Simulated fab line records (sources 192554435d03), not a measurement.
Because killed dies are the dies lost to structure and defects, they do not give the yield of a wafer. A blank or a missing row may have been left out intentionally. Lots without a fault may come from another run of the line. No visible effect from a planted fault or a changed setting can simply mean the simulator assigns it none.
Comparing a struck lot with a sound one :: flow n5-finfet :: 34 steps out of a route of 1938
Sound: these wafers, L941.2, L941.3, L941.6. Struck: wafer L949.2 (left out: L949.1, L949.4 of the same lot, which were not struck); the cause appears at the end.
Per side, at each step with rows, come the tool, then ch with its chambers, and then its first start. Under that, the readings that differ: sound wafers :: struck wafers :: difference of the means :: sigmas: that difference in standard deviations of wafers without a fault.
alike: words and numbers the same on both sides, and readings whose means are apart by under 2 such deviations; not compared: readings that were withheld, readings missing a value for some wafer, numbers with overlapping values and no deviation given by the record, and bounds like >300 which may hide the same value.
Wherever a step has rows on one side only, a row that says differs or no value, or a row with sigmas, the two part there. Numbers that don't overlap but have no deviation are shown without sigmas and don't part them. A reading that every wafer of one side lacks parts them only if that side has two wafers or more.

first, 10 steps without rows for these wafers: N5_BEOL_M9_TRENCH_ETCH_37 (etches SiCOH lowk in C4F6/O2, target depth 151.43 nm, time 49 s); N5_BEOL_M9_ETCH_41 (etches SiCN in CH3F/O2, target depth 36.6 nm, time 70.1 s); N5_BEOL_M9_STRIP_80 (strips in N2/H2, time 10 s); N5_BEOL_M9_HM_STRIP_39 (strips TiN in peroxide tin strip, target depth 25 nm, time 158 s); N5_BEOL_M9_SRD_40 (time 30 s); N5_BEOL_M9_PRECLEAN_42 (cleans in residue remover, time 60 s); N5_BEOL_M9_SRD_43 (time 30 s); N5_BEOL_M9_CURE_72 (cures SiCOH lowk, time 120 s); N5_BEOL_M9_DEGAS_44 (time 60 s); N5_BEOL_M9_PRE_CLEAN_45 (time 30 s).
N5_BEOL_M9_ALD_74: deposits TaN, target thk 2 nm, pulse time 2 s, purge time 3 s.
  sound on ald-metal-04 ch 1,2,3, day 13 21:44; struck on ald-metal-04 ch 3, day 15 04:38
  alike: heater-power-w, susceptor-temp-C
then, 22 steps without rows for these wafers: N5_BEOL_M9_SURFACE_TREAT_79; N5_BEOL_M9_CVD_78 (deposits Co from CCTBA/H2, target thk 2 nm, time 138.9 s); N5_BEOL_M9_SPUTTER_48 (material Cu, target thk 12 nm, time 2 s); N5_BEOL_M9_ECD_50 (material Cu, target thk 318 nm); N5_BEOL_M9_ANNEAL_51 (time 90 s); N5_BEOL_M9_CMP_52 (polishes, stops on SiCOH lowk, t overpolish 7 s, target thk 140 nm); N5_BEOL_M9_PRE_CLEAN_55 (time 15 s); N5_BEOL_M9_DEP_56 (deposits SiCN from 3MS/NH3, target thk 15 nm, time 26.5 s); N5_BEOL_M10_ILD_DEP_00 (deposits SiCOH lowk from DEMS/porogen, target thk 308.51 nm, time 58 s); N5_BEOL_M10_CURE_71 (cures SiCOH lowk, time 240 s); N5_BEOL_M10_PECVD_70 (deposits SiO2 from TEOS/O2, target thk 20 nm, time 22.7 s); N5_BEOL_M10_HM_DEP_02 (deposits TiN, target thk 20 nm); N5_BEOL_M10_COAT_59 (time 60 s, resist thk 100 nm); N5_BEOL_M10_COAT_60 (time 60 s, resist thk 30 nm); N5_BEOL_M10_COAT_05 (resist thk 90 nm); N5_BEOL_M10_EBR_07; N5_BEOL_M10_SOFTBAKE_06 (time 60 s); N5_BEOL_M10_EXPOSE_08 (exposes mask M10); N5_BEOL_M10_PEB_09 (peb time 60 s); N5_BEOL_M10_DEVELOP_10 (develop time 30 s); N5_BEOL_M10_DESCUM_16 (chemistry O2, time 7.9 s); N5_BEOL_M10_ETCH_61 (etches SiARC in CF4, target depth 39 nm, time 65 s).
-- a jump in the record: the struck wafers' starts before and after are 3 days apart (it breaks off in module BEOL_M10 and resumes in module PASSIVATION, where the first step shown is number 1936 of the route) --
N5_PASSIVATION_PROBE_49:
  sound on prober-02 at day 16 14:10; struck on prober-01 at day 17 18:49
reading: defect-limited-yield (%)
sound: 90.2 88.7 90.3
struck: 84.2
difference: -5.5
sigmas: -4

reading: killed_at_M4_up
sound: 17 13 17
struck: 112
difference: +96
sigmas: +17

reading: killed-dies
sound: 116 133 115
struck: 187
difference: +66
sigmas: +4

reading: killed-open
sound: 74 89 80
struck: 52
difference: -29
sigmas: -2

reading: sort_bin_5_function (%)
sound: 4.8 6.3 5.6
struck: 10.2
difference: +4.6
sigmas: +5

reading: sort-n-pass
sound: 1064 1047 1065
struck: 993
difference: -66
sigmas: -4

reading: sort-yield-pct (%)
sound: 90.2 88.7 90.3
struck: 84.2
difference: -5.5
sigmas: -4
  alike: killed_at_M0_to_M3, killed-at-contacts, killed-at-front-end, killed-at-other, killed-short, sort_bin_6_memory

WHERE THEY PART
At N5_PASSIVATION_PROBE_49 and nowhere else, as far as this record goes.

WHY: what the simulator had put in
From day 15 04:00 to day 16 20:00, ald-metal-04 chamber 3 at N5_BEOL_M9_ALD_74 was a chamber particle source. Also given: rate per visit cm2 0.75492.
